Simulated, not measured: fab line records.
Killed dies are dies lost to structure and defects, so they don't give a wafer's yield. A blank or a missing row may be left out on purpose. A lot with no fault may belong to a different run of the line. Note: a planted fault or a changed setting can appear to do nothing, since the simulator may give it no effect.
Which tool did it? -- flow nand_harc -- 12 lots, 36 wafers sampled, at 6 steps of a route of 1302

## WHAT EACH GAUGE READ, for each wafer
NHARC_A_BLC_CD_MEAS_10 targets a cd of 100 nm. Usual: 99.8 nm for cd_nm, sd 0.67.
lot,measured,on,cd_nm (nm),flag
L932,day 22 10:57,cd_sem-02,98.0 100.2 98.9,
L934,day 23 00:23,cd_sem-02,100.4 100.9 100.8,
L935,day 23 02:29,cd_sem-01,100.5 100.3 98.8,
L936,day 23 18:50,cd_sem-02,- - -,OFF
L937,day 24 02:11,cd_sem-02,- - -,OFF
L939,day 25 17:26,cd_sem-03,99.8 99.9 100.3,
L941,day 26 08:28,cd_sem-01,98.8 99.8 100.2,
L943,day 27 05:43,cd_sem-01,98.5 99.1 98.4,
L946,day 28 10:44,cd_sem-02,100.4 99.7 99.6,
L949,day 28 20:45,cd_sem-03,100.1 99.5 100.0,
L952,day 30 07:43,cd_sem-02,99.2 99.3 99.9,
L955,day 32 08:11,cd_sem-01,100.4 100.1 100.6,

NHARC_A_BLC_CD_MEAS_19. Usual: 100.8 nm for cd_nm, sd 2.2.
lot,measured,on,cd_nm (nm),flag
L932,day 22 12:07,cd_sem-01,100.3 100.4 96.9,
L934,day 23 01:32,cd_sem-03,102.4 100.3 103.3,
L935,day 23 03:49,cd_sem-02,98.6 101.6 101.0,
L936,day 23 19:59,cd_sem-02,- - -,OFF
L937,day 24 03:21,cd_sem-03,- - -,OFF
L939,day 25 18:35,cd_sem-01,101.5 105.6 100.4,
L941,day 26 09:49,cd_sem-01,103.9 103.0 103.6,
L943,day 27 06:52,cd_sem-01,98.5 100.8 99.4,
L946,day 28 11:53,cd_sem-02,105.6 104.1 99.4,
L949,day 28 21:54,cd_sem-03,102.4 102.4 99.2,
L952,day 30 09:03,cd_sem-03,101.1 96.6 98.9,
L955,day 32 09:23,cd_sem-02,98.7 100.3 103.1,

## EACH LOT AND THE TOOL THAT RAN IT (in order: tool; ch and the chambers of the sampled wafers; start)
lot,NHARC_A_CONTACT_ETCH_136,NHARC_A_CONTACT_ETCH_139,NHARC_A_BLC_EXPOSE_07,NHARC_A_BLC_ETCH_18
L932,"har_cap_etch-02 ch 0,1, day 22 06:28","har_cap_etch-02 ch 0,1, day 22 07:17","arfi_scanner-02 ch 0, day 22 10:49","rie_diel-02 ch 1,3, day 22 12:07 or earlier"
L934,"har_cap_etch-02 ch 0,1, day 22 19:47","har_cap_etch-02 ch 0,1, day 22 20:35","arfi_scanner-02 ch 0, day 23 00:15","rie_diel-05 ch 0,1, day 23 01:32 or earlier"
L935,"har_cap_etch-01 ch 0,1, day 22 22:05","har_cap_etch-01 ch 0,1, day 22 22:53","arfi_scanner-02 ch 0, day 23 02:20","rie_diel-02 ch 1,2,3, day 23 03:49 or earlier"
L936,"har_cap_etch-03 ch 0,1, day 23 14:25","har_cap_etch-03 ch 0,1, day 23 15:13","arfi_scanner-02 ch 0, day 23 18:42","rie_diel-05 ch 0,1,2, day 23 19:59 or earlier"
L937,"har_cap_etch-02 ch 0,1, day 23 21:37","har_cap_etch-02 ch 0,1, day 23 22:26","arfi_scanner-02 ch 0, day 24 02:03","rie_diel-02 ch 0,1,2, day 24 03:21 or earlier"
L939,"har_cap_etch-01 ch 0,1, day 25 13:07","har_cap_etch-01 ch 0,1, day 25 13:56","arfi_scanner-03 ch 0, day 25 17:18","rie_diel-02 ch 0,1,2, day 25 18:35 or earlier"
L941,"har_cap_etch-03 ch 0,1, day 26 04:05","har_cap_etch-03 ch 0,1, day 26 04:55","arfi_scanner-03 ch 0, day 26 08:20","rie_diel-06 ch 0,1, day 26 09:49 or earlier"
L943,"har_cap_etch-01 ch 0,1, day 27 01:21","har_cap_etch-01 ch 0,1, day 27 02:10","arfi_scanner-03 ch 0, day 27 05:34","rie_diel-06 ch 2,3, day 27 06:52 or earlier"
L946,"har_cap_etch-01 ch 0,1, day 28 06:17","har_cap_etch-01 ch 0,1, day 28 07:06","arfi_scanner-03 ch 0, day 28 10:36","rie_diel-02 ch 0,3, day 28 11:53 or earlier"
L949,"har_cap_etch-02 ch 0,1, day 28 16:07","har_cap_etch-02 ch 0,1, day 28 16:55","arfi_scanner-01 ch 0, day 28 20:37","rie_diel-02 ch 0,1,3, day 28 21:54 or earlier"
L952,"har_cap_etch-01 ch 0,1, day 30 02:28","har_cap_etch-01 ch 0,1, day 30 03:16","arfi_scanner-03 ch 0, day 30 07:34","rie_diel-02 ch 0,1,3, day 30 09:03 or earlier"
L955,"har_cap_etch-01 ch 0,1, day 32 03:42","har_cap_etch-01 ch 0,1, day 32 04:31","arfi_scanner-03 ch 0, day 32 08:03","rie_diel-06 ch 0,2,3, day 32 09:23 or earlier"
- NHARC_A_CONTACT_ETCH_136: etches the open film in C4F8/O2/Ar, time 311 s, target depth 1912 nm.
- NHARC_A_CONTACT_ETCH_139: etches the open film in C4F8/O2/Ar, time 195 s, target depth 840 nm.
- NHARC_A_BLC_EXPOSE_07: exposes mask A BLC, target cd 100 nm.
- NHARC_A_BLC_ETCH_18: etches the open film in C4F8/O2/Ar, target depth 910 nm.

## WHAT THE TOOLS THEMSELVES READ (means of the sampled wafers that have a number; where no wafer has one, the mark that the record gives instead)
NHARC_A_BLC_ETCH_18. Usual: oes_product_au 0.945 a.u., standard deviation 0.021; rf_vpp_V 976 V, standard deviation 5.8.
lot,tool,oes_product_au (a.u.),rf_vpp_V (V),flag
L932,rie_diel-02,0.966,973,
L934,rie_diel-05,0.926,979,
L935,rie_diel-02,0.924,977,
L936,rie_diel-05,0.932,975,
L937,rie_diel-02,0.925,974,
L939,rie_diel-02,0.962,973,
L941,rie_diel-06,0.945,971,
L943,rie_diel-06,0.929,982,
L946,rie_diel-02,0.969,974,
L949,rie_diel-02,0.968,973,
L952,rie_diel-02,0.925,973,
L955,rie_diel-06,0.962,976,

## THE ANSWER, worked out from the rows above alone
Rule: a lot is off if the mean of its wafers that have a number lies more than 3 standard deviations from the usual mean. Also off: a lot with no number at a reading for which 4 or more lots have one. Any other lot the step has rows for is counted as sound. The gauges are gone through in route order, then the tools' own readings, and for those a lot's mean is taken as printed above. The first step at which some lot is off is used, and at that step the reading that is off furthest; a lot without a number counts as furthest.
Off at NHARC_A_BLC_CD_MEAS_10 (cd_nm): L936, L937. Without a number there: L936, L937.
A tool fits if, at a process step before that reading, it ran every lot that is off, and no sound lot after the first of them. Those tools and the gauges at NHARC_A_BLC_CD_MEAS_10 are tried in the same way. One fits: NHARC_A_BLC_EXPOSE_07 on arfi_scanner-02. A fault onset in the window from L935 (day 23 02:20, its last sound lot) to L936 (day 23 18:42, its first lot off) fits.

## WHAT THE SIMULATOR HAD PUT IN
Drift in process parameters on arfi_scanner-02 at NHARC_A_BLC_EXPOSE_07, starting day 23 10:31. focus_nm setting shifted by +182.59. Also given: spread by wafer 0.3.
Struck lots among those shown: L936, L937. The same result came from the rule above.
